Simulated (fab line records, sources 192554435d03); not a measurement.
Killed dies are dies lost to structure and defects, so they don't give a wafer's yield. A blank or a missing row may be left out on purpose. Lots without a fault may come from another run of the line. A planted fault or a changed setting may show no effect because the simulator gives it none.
Problem report in the 8D (eight disciplines) form, filled by code | flow n5_finfet | the parts of the form that need people (team, actions taken, sign-off) are left out

1. THE PROBLEM
susceptor_temp_C at N5_HKMG_FIN_ALD_21 reads a mean of 369.98 C on 6 wafers of 2 lots; wafers without a fault read 400.01 C with a standard deviation of 0.22. That is -99 or more standard deviations from the usual mean.
The step: deposits TiN, target thk 1.5 nm, pulse time 1 s, purge time 3 s.
First seen on wafer L113.4, day 8 03:10, on ald_metal-03. The record holds 27 wafers of 9 lots with a number at this step. Rule for "out", or "out of limits": more than 4 standard deviations from the usual mean. The other wafers with a number count as sound.

2. WHAT IT IS AND WHAT IT IS NOT
question                    | is                     | is not
which readings at this step | susceptor_temp_C       | precursor_pulse_height_rel
which lots                  | L113, L114             | L101, L102, L103, L108, L111, L116, L121
which wafers of those lots  | all that have a number | -
read on which tools         | ald_metal-03           | ald_metal-01, ald_metal-04
when                        | from day 8 03:10       | up to then (15 sound wafers); but 6 sound wafers of L116, L121 came after

3. SUSPECTS, AND WHAT RULES EACH OUT
Counting: a tool at a process step up to the reading stays a suspect if it ran every lot that is out and no sound lot after the first of them.
- ald_metal-03 at N5_HKMG_FIN_ALD_21 (deposits TiN, target thk 1.5 nm, pulse time 1 s, purge time 3 s): kept. It ran every lot that is out, first L113 (day 8 03:10), and no sound lot after that; its last sound lot up to then is L111 (day 7 16:23). Its own readings are out on those wafers: susceptor_temp_C.
Left after counting: ald_metal-03 at N5_HKMG_FIN_ALD_21.

4. THE CAUSE (what the simulator had put in)
Process parameter drift: ald_metal-03, from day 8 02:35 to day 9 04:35, at N5_HKMG_FIN_ALD_21. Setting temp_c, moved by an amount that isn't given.
Counting left only this tool.

5. THE CHAIN OF EFFECTS, in route order
Each row: a reading whose mean over the struck wafers that have a number lies more than 3 standard deviations from the usual. Only readings for which the record gives a usual standard deviation are gone through. hours: the time from each lot's start at the first step in this table that gives one to its start at this step, as a median over the lots. sigmas: the change in usual standard deviations.
hours | step               | reading          | usual    | on struck wafers | change | sigmas
0     | N5_HKMG_FIN_ALD_21 | susceptor_temp_C | 400.01 C | 369.98           | -30.03 | -99 or more
The process steps in it:
- N5_HKMG_FIN_ALD_21: deposits TiN, target thk 1.5 nm, pulse time 1 s, purge time 3 s.
Later measuring or inspecting steps at which every struck wafer that the step has a row for has a number for every such reading, and none has moved that far: N5_BEOL_M4_RC_MEAS_101.

6. WHAT WOULD HAVE CAUGHT IT SOONER
In this record the first reading out of limits was taken at day 8 03:10, 1 hour after the fault began at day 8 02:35.
